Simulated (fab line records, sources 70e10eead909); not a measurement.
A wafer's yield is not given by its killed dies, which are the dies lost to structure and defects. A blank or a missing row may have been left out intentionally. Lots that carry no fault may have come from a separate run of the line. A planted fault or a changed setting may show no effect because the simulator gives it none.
fab line records ; flow nand-harc
record: lots: 12; wafers: 36; last-day: 33
route steps=1302 shown A_STAIRCASE@671 END@1302
lots that met no fault: taken from a fault-free run of the same line
start-h: start of the lot's first displayed wafer, in hours after the record's first day ; wait-h: hours from the lot's prior step to this one ; " repeats the value in the row above ; L1.1+2: a row that stands for several wafers ; - value missing, or start not given ; * or withheld: withheld ; < > ~ a bound
route shown NAME@n: NAME is a module with steps in the file, n the number in the route of the first one ; usual: mean/standard deviation taken from wafers without a fault ; same: alike in all rows ; chamber/n: place in a boat ; sites: each site's reading ; _std_site: the standard deviation of these ; _edge_site: inner sites' mean taken away from outer sites' mean ; radius-mm: how far each site lies from the wafer's centre ; mask NAME#n: copy n ; behind: the most recent tool/chamber to have shaped the wafer ; hold: what put the lot on hold/how long, in hours/how the hold closed ; device: the transistor (n, p or np) that didn't switch ; end of line: at the end of the route, the tests of the same wafers ; a step without rows: its recipe alone ; killed: not the wafer's yield, but the dies lost to structure and defects at the first sort ; map: per-die view of a wafer (x killed, . not killed, _ where there is no die)
set.NAME: setting as actually run; set.NAME@STEP: the setting as run at that earlier step ; model.NAME: the simulator's own value behind a step, which no gauge read
a sample of lots followed through the steps of the route, with each step as a table and each wafer as a row
services: when a tool's chamber went out of use (start-h, in hours from the record's first day, below 0 if earlier), for how many hours, and the reason
== steps ==
step: NHARC_A_STAIRCASE_ETCH_15
recipe: target-depth-a: 1000; time-s: 40.5; ion-energy-ev: 400; c4f8-flow-sccm: 20; o2-flow-sccm: 10; ar-flow-sccm: withheld; rf-w: 600; bias-w: 1000; chemistry: C4F8/O2
usual: oes-product-au: 0.942/0.01; rf-vpp-V: 897/5
lot.wafer;tool;chamber;start-h;wait-h;oes-product-au;rf-hours-counter-h;rf-vpp-V
L268.3;rie-diel-08;2;-;-;0.934;58;892
L268.4;rie-diel-08;3;-;-;0.935;57;893
L268.6;rie-diel-08;0;-;-;0.940;-;903
L271.2;rie-diel-04;3;-;-;0.962;7;899
L271.4;rie-diel-04;0;-;-;0.951;8;896
L271.1;rie-diel-04;1;-;-;0.942;7;890
L272.2;rie-diel-08;1;-;-;0.944;8;905
L272.4;rie-diel-08;0;-;-;0.945;8;903
L272.6;rie-diel-08;1;-;-;0.952;-;905
L273.1;rie-diel-07;1;-;-;0.935;31;894
L273.3;rie-diel-07;2;-;-;0.934;35;894
L273.5;rie-diel-07;0;-;-;0.933;-;903
L275.1;rie-diel-07;3;-;-;0.951;45;898
L275.2;rie-diel-07;0;-;-;0.950;38;902
L275.4;rie-diel-07;1;-;-;0.947;35;894
L283.2;rie-diel-04;3;-;-;0.943;39;900
L283.3;rie-diel-04;2;-;-;0.923;39;903
L283.5;rie-diel-04;3;-;-;0.946;-;898
L282.2;rie-diel-07;1;-;-;0.933;8;895
L282.5;rie-diel-07;2;-;-;0.935;-;896
L282.6;rie-diel-07;3;-;-;0.947;-;898
L285.3;rie-diel-08;1;-;-;0.928;42;904
L285.2;rie-diel-08;2;-;-;0.939;45;888
L285.5;rie-diel-08;0;-;-;0.953;-;902
L287.4;rie-diel-07;0;-;-;0.943;21;900
L287.6;rie-diel-07;3;-;-;0.936;-;897
L287.5;rie-diel-07;0;-;-;0.933;-;901
L288.1;rie-diel-07;1;-;-;0.948;23;893
L288.4;rie-diel-07;2;-;-;0.945;21;895
L288.3;rie-diel-07;3;-;-;0.965;20;898
L290.2;rie-diel-04;0;-;-;0.939;10;897
L290.6;rie-diel-04;0;-;-;0.935;-;895
L290.5;rie-diel-04;1;-;-;0.936;-;890
L291.2;rie-diel-04;0;-;-;0.950;15;896
L291.1;rie-diel-04;1;-;-;0.953;13;889
L291.5;rie-diel-04;2;-;-;0.943;-;903
step: NHARC_A_STAIRCASE_TRIM_16
recipe: time-s: 211.2; o2-flow-sccm: 500; ar-flow-sccm: 0; bias-w: 0; chemistry: O2
usual: drypump-motor-current-A: 5.6/0.34; oes-product-au: 1.001/0.0078; rf-vpp-V: 57.9/0.86; showerhead-plenum-p-Torr: 3.55/0.14; throttle-valve-pct: 17.037/0.0092
lot.wafer;tool;chamber;start-h;wait-h;drypump-motor-current-A;oes-product-au;rf-hours-counter-h;rf-vpp-V;showerhead-plenum-p-Torr;throttle-valve-pct
L268.3;rie-diel-08;0;-;-;5.3;1.004;51;57.9;3.74;17.028
L268.4;rie-diel-08;1;-;-;6.0;0.999;52;56.8;3.29;17.033
L268.6;rie-diel-08;3;-;-;5.7;0.991;-;57.6;3.46;17.027
L271.2;rie-diel-04;1;-;-;4.8;1.014;7;56.9;3.37;17.047
L271.4;rie-diel-04;3;-;-;5.3;1.007;7;58.0;3.63;17.036
L271.1;rie-diel-04;0;-;-;5.8;0.997;8;58.4;3.53;17.040
L272.2;rie-diel-08;1;-;-;6.0;0.990;8;59.3;3.80;17.032
L272.4;rie-diel-08;3;-;-;5.7;0.996;7;58.1;3.45;17.043
L272.6;rie-diel-08;2;-;-;5.4;1.005;-;57.8;3.39;17.048
L273.3;rie-diel-07;1;-;-;5.5;1.004;31;56.8;3.47;17.043
L273.1;rie-diel-07;0;-;-;5.8;1.011;34;57.0;3.67;17.022
L273.5;rie-diel-07;2;-;-;5.6;1.005;-;57.5;3.51;17.043
L275.2;rie-diel-07;0;-;-;5.8;0.997;38;58.5;3.67;17.035
L275.1;rie-diel-07;1;-;-;5.5;0.996;35;57.9;3.47;17.033
L275.4;rie-diel-07;3;-;-;6.0;1.006;45;58.6;3.59;17.045
L283.2;rie-diel-04;0;-;-;5.9;0.998;38;57.5;3.52;17.032
L283.3;rie-diel-04;2;-;-;5.8;1.002;39;58.8;3.73;17.028
L283.5;rie-diel-04;0;-;-;5.8;0.985;-;58.2;3.52;17.029
L282.2;rie-diel-07;1;-;-;5.5;0.999;8;57.6;3.45;17.035
L282.6;rie-diel-07;1;-;-;5.5;0.986;-;56.6;3.45;17.008
L282.5;rie-diel-07;2;-;-;5.6;1.001;-;57.8;3.49;17.027
L285.2;rie-diel-08;1;-;-;6.0;1.004;42;59.3;3.78;17.045
L285.3;rie-diel-08;2;-;-;5.5;1.008;45;58.0;3.37;17.016
L285.5;rie-diel-08;3;-;-;5.7;1.003;-;57.4;3.43;17.034
L287.4;rie-diel-07;3;-;-;6.0;1.001;18;58.3;3.57;17.028
L287.6;rie-diel-07;0;-;-;5.8;0.997;-;58.3;3.64;17.039
L287.5;rie-diel-07;1;-;-;5.5;0.992;-;58.9;3.45;17.048
L288.1;rie-diel-07;1;-;-;5.5;0.989;23;58.9;3.45;17.026
L288.4;rie-diel-07;3;-;-;6.0;0.986;20;58.4;3.57;17.046
L288.3;rie-diel-07;0;-;-;5.8;0.997;23;58.0;3.64;17.033
L290.2;rie-diel-04;0;-;-;5.9;0.991;10;57.7;3.50;17.015
L290.6;rie-diel-04;3;-;-;5.3;1.003;-;57.0;3.61;17.032
L290.5;rie-diel-04;0;-;-;5.8;0.998;-;57.8;3.50;17.036
L291.1;rie-diel-04;1;-;-;4.8;1.004;13;58.0;3.34;17.048
L291.2;rie-diel-04;2;-;-;5.8;1.000;13;56.1;3.72;17.034
L291.5;rie-diel-04;1;-;-;4.8;1.010;-;56.3;3.34;17.014
step: NHARC_A_STAIRCASE_EXPOSE_181
recipe: na: 0.5; dose-mj: 27.87; mask-id: STAIR_2
usual: exposure-dose-mJ-cm2: 27.870/0.027
lot.wafer;tool;chamber;start-h;wait-h;mask;exposure-dose-mJ-cm2
L268.3;krf-scanner-03;0;352.78;-;STAIR_2#0;27.900
L268.4;krf-scanner-03;0;352.78;-;STAIR_2#0;27.891
L268.6;krf-scanner-03;0;352.78;-;STAIR_2#0;27.869
L271.1;krf-scanner-03;0;383.54;-;STAIR_2#0;27.854
L271.2;krf-scanner-03;0;383.54;-;STAIR_2#0;27.896
L271.4;krf-scanner-03;0;383.54;-;STAIR_2#0;27.832
L272.2;krf-scanner-02;0;398.17;-;STAIR_2#0;27.856
L272.4;krf-scanner-02;0;398.17;-;STAIR_2#0;27.877
L272.6;krf-scanner-02;0;398.17;-;STAIR_2#0;27.903
L273.1;krf-scanner-03;0;410.28;-;STAIR_2#0;27.897
L273.3;krf-scanner-03;0;410.28;-;STAIR_2#0;27.867
L273.5;krf-scanner-03;0;410.28;-;STAIR_2#0;27.875
L275.1;krf-scanner-03;0;423.83;-;STAIR_2#0;27.294
L275.2;krf-scanner-03;0;423.83;-;STAIR_2#0;27.297
L275.4;krf-scanner-03;0;423.83;-;STAIR_2#0;27.345
L283.2;krf-scanner-04;0;492.92;-;STAIR_2#0;27.880
L283.3;krf-scanner-04;0;492.92;-;STAIR_2#0;27.875
L283.5;krf-scanner-04;0;492.92;-;STAIR_2#0;27.883
L282.2;krf-scanner-03;0;499.91;-;STAIR_2#0;27.406
L282.5;krf-scanner-03;0;499.91;-;STAIR_2#0;27.366
L282.6;krf-scanner-03;0;499.91;-;STAIR_2#0;27.385
L285.2;krf-scanner-02;0;518.93;-;STAIR_2#0;27.891
L285.3;krf-scanner-02;0;518.93;-;STAIR_2#0;27.843
L285.5;krf-scanner-02;0;518.93;-;STAIR_2#0;27.850
L287.4;krf-scanner-04;0;541.56;-;STAIR_2#0;27.890
L287.5;krf-scanner-04;0;541.56;-;STAIR_2#0;27.854
L287.6;krf-scanner-04;0;541.56;-;STAIR_2#0;27.860
L288.1;krf-scanner-02;0;543.57;-;STAIR_2#0;27.869
L288.3;krf-scanner-02;0;543.57;-;STAIR_2#0;27.827
L288.4;krf-scanner-02;0;543.57;-;STAIR_2#0;27.848
L290.2;krf-scanner-04;0;568.25;-;STAIR_2#0;27.855
L290.5;krf-scanner-04;0;568.25;-;STAIR_2#0;27.857
L290.6;krf-scanner-04;0;568.25;-;STAIR_2#0;27.863
L291.1;krf-scanner-02;0;586.65;-;STAIR_2#0;27.869
L291.2;krf-scanner-02;0;586.65;-;STAIR_2#0;27.890
L291.5;krf-scanner-02;0;586.65;-;STAIR_2#0;27.834
step: NHARC_A_STAIRCASE_ETCH_192
recipe: target-depth-a: 1000; time-s: 40.5; ion-energy-ev: 400; c4f8-flow-sccm: 20; o2-flow-sccm: 10; ar-flow-sccm: withheld; rf-w: 600; bias-w: 1000; chemistry: C4F8/O2
usual: oes-product-au: 0.945/0.012; rf-vpp-V: 897/4.9
lot.wafer;tool;chamber;start-h;wait-h;oes-product-au;rf-hours-counter-h;rf-vpp-V
L268.4;rie-diel-07;1;-;-;0.942;15;894
L268.3;rie-diel-07;0;-;-;0.935;19;901
L268.6;rie-diel-07;2;-;-;0.943;-;895
L271.4;rie-diel-07;0;-;-;0.952;33;901
L271.1;rie-diel-07;1;-;-;0.942;23;894
L271.2;rie-diel-07;2;-;-;0.934;27;896
L272.2;rie-diel-07;1;-;-;0.940;29;894
L272.4;rie-diel-07;3;-;-;0.952;-;898
L272.6;rie-diel-07;1;-;-;0.942;-;893
L273.1;rie-diel-04;1;-;-;0.949;13;889
L273.3;rie-diel-04;3;-;-;0.953;13;902
L273.5;rie-diel-04;2;-;-;0.943;-;905
L275.1;rie-diel-07;1;-;-;0.945;36;893
L275.4;rie-diel-07;3;-;-;0.937;47;899
L275.2;rie-diel-07;0;-;-;0.948;39;900
L283.2;rie-diel-08;1;-;-;0.946;37;905
L283.3;rie-diel-08;2;-;-;0.959;38;890
L283.5;rie-diel-08;1;-;-;0.945;-;904
L282.2;rie-diel-04;1;-;-;0.958;41;889
L282.6;rie-diel-04;2;-;-;0.950;-;904
L282.5;rie-diel-04;3;-;-;0.942;-;899
L285.2;rie-diel-07;0;-;-;0.935;17;901
L285.3;rie-diel-07;1;-;-;0.926;17;893
L285.5;rie-diel-07;3;-;-;0.958;-;899
L287.4;rie-diel-08;1;-;-;0.932;54;906
L287.5;rie-diel-08;0;-;-;0.934;-;903
L287.6;rie-diel-08;1;-;-;0.930;-;904
L288.1;rie-diel-04;0;-;-;0.933;2;894
L288.3;rie-diel-04;2;-;-;0.918;-;902
L288.4;rie-diel-04;0;-;-;0.929;-;895
L290.2;rie-diel-08;2;-;-;0.962;5;891
L290.5;rie-diel-08;2;-;-;0.954;-;891
L290.6;rie-diel-08;3;-;-;0.947;-;892
L291.2;rie-diel-08;2;-;-;0.951;10;889
L291.1;rie-diel-08;3;-;-;0.946;10;890
L291.5;rie-diel-08;3;-;-;0.945;-;892
step: NHARC_END_SORT_01
recipe: temp-c: 25
usual: killed-at-array: 60/21; killed-at-other: 1.0/1.2; killed-at-periphery: 4.2/2.8; killed-dies: 65/20; killed-open: 3.1/1.8; killed-short: 2.6/1.6
same: gross-dies: 677
lot.wafer;tool;chamber;start-h;wait-h;killed-at-array;killed-at-other;killed-at-periphery;killed-dies;killed-open;killed-short
L285.2;prober-01;0;723.30;2.8;61;5;2;68;1;1
L285.3;prober-01;0;724.09;3.1;89;3;0;92;2;1
L285.5;prober-01;0;725.69;3.7;66;4;3;73;1;5
L288.1;prober-01;0;763.23;2.5;65;0;5;70;3;0
L288.3;prober-01;0;764.83;3.1;71;0;6;77;3;0
L288.4;prober-01;0;765.63;3.4;88;0;4;92;3;2
L287.5;prober-01;0;774.23;3.7;48;0;9;57;4;3
killed by level:class
L285.2 A_CHANNEL_HOLE_D1:chamber-film-flake=33 A_SLIT:chamber-film-flake=14 A_STAIRCASE:chamber-film-flake=5 THIN_TSV:chamber-film-flake=5 P_GATE:chamber-film-flake=2 A_WL_FILL:chamber-film-flake=2 A_ONON_D1:geometric-particle:short=1 A_CHANNEL_FILL_D1:geometric-particle:open=1
L285.3 A_SLIT:chamber-film-flake=41 A_CHANNEL_HOLE_D1:chamber-film-flake=30 A_STAIRCASE:chamber-film-flake=7 THIN_TSV:chamber-film-flake=3 A_ZERO_WELL:chamber-film-flake=2 A_SGD_CUT:chamber-film-flake=2 A_ONON_D1:geometric-particle:short=1 A_DECK1_JOINT:geometric-particle:open=1
L285.5 A_CHANNEL_HOLE_D1:chamber-film-flake=32 A_SLIT:chamber-film-flake=20 A_STAIRCASE:chamber-film-flake=6 THIN_TSV:chamber-film-flake=4 A_CHANNEL_FILL_D1:chamber-film-flake=2 P_GATE:geometric-particle:short=1 P_CONTACT:geometric-particle:open=1 A_DECK1_JOINT:geometric-particle:short=1
L288.1 A_CHANNEL_HOLE_D1:chamber-film-flake=32 A_SLIT:chamber-film-flake=17 A_CONTACT:chamber-film-flake=5 P_GATE:chamber-film-flake=3 A_CHANNEL_HOLE_D2:chamber-film-flake=3 A_STAIRCASE:chamber-film-flake=2 A_CHANNEL_FILL_D1:geometric-particle:open=1 A_WL_FILL:geometric-particle:open=1
L288.3 A_CHANNEL_HOLE_D1:chamber-film-flake=41 A_SLIT:chamber-film-flake=17 P_GATE:chamber-film-flake=5 A_STAIRCASE:chamber-film-flake=4 A_WL_FILL:chamber-film-flake=4 P_CONTACT:geometric-particle:open=1 A_CHANNEL_FILL_D2:geometric-particle:open=1 A_BLC:geometric-particle:open=1
L288.4 A_CHANNEL_HOLE_D1:chamber-film-flake=37 A_SLIT:chamber-film-flake=34 A_CONTACT:chamber-film-flake=6 A_STAIRCASE:chamber-film-flake=3 P_GATE:chamber-film-flake=2 P_GATE:geometric-particle:open=1 A_CHANNEL_FILL_D1:geometric-particle:short=1 A_CHANNEL_FILL_D1:geometric-particle:open=1
L287.5 A_CHANNEL_HOLE_D2:chamber-film-flake=21 A_SLIT:chamber-film-flake=9 P_GATE:chamber-film-flake=5 A_CHANNEL_HOLE_D1:chamber-film-flake=5 A_CONTACT:chamber-film-flake=4 P_CONTACT:geometric-particle:open=3 A_STAIRCASE:chamber-film-flake=3 A_ONON_D1:geometric-particle:short=1
== services ==
tool;chamber;start-h;hours;kind
rie-diel-07;0;328.06;-;clean
rie-diel-07;1;328.06;-;clean
rie-diel-04;2;346.75;6.7;repair
krf-scanner-03;-;351.84;0.5;repair
krf-scanner-04;-;354.00;4.0;pm
rie-diel-04;-;356.20;9.0;pm
krf-scanner-03;-;357.96;0.9;repair
krf-scanner-04;-;362.27;2.3;repair
rie-diel-08;-;367.91;9.0;pm
krf-scanner-03;-;368.43;1.7;repair
rie-diel-07;1;374.61;3.3;repair
rie-diel-07;0;388.16;14.9;repair
krf-scanner-03;-;396.03;4.0;pm
rie-diel-08;2;409.45;4.7;repair
krf-scanner-04;-;415.31;1.1;repair
krf-scanner-02;-;438.00;4.0;pm
rie-diel-07;1;459.92;9.0;repair
rie-diel-07;-;471.62;9.0;pm
krf-scanner-02;-;478.07;1.0;repair
krf-scanner-02;-;494.40;0.3;repair
krf-scanner-04;-;526.00;4.0;pm
rie-diel-04;-;533.20;9.0;pm
rie-diel-04;2;556.72;1.8;repair
krf-scanner-03;-;568.04;4.0;pm
== key ==
first-sign: step: NHARC_A_STAIRCASE_EXPOSE_181; reading: exposure-dose-mJ-cm2; direction: down; sigmas: 20; usual: 27.870; struck: 27.349
effect none on later readings
met-at NHARC_A_STAIRCASE_EXPOSE_181
struck-lots L275,L282
tester-left-out L275,L282
not-acting-at NHARC_A_STAIRCASE_ETCH_15,NHARC_A_STAIRCASE_TRIM_16,NHARC_A_STAIRCASE_ETCH_192
onset-between 410.28 423.83
fault: kind: process-parameter-drift; tool: krf-scanner-03; chamber: -; onset-h: 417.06; steps: NHARC_A_STAIRCASE_EXPOSE_181; channel: dose-mj; offset: -0.5221; shape: step; acts-in: these-recipes-only; stated: 27.87
tester-left-out: of these lots the tester's yield and bins aren't shown, on N5 and GAA mostly nor the transistor test; their killed dies are dies lost to structure and defects alone, not to doping, threshold or leakage, so they don't give the yield
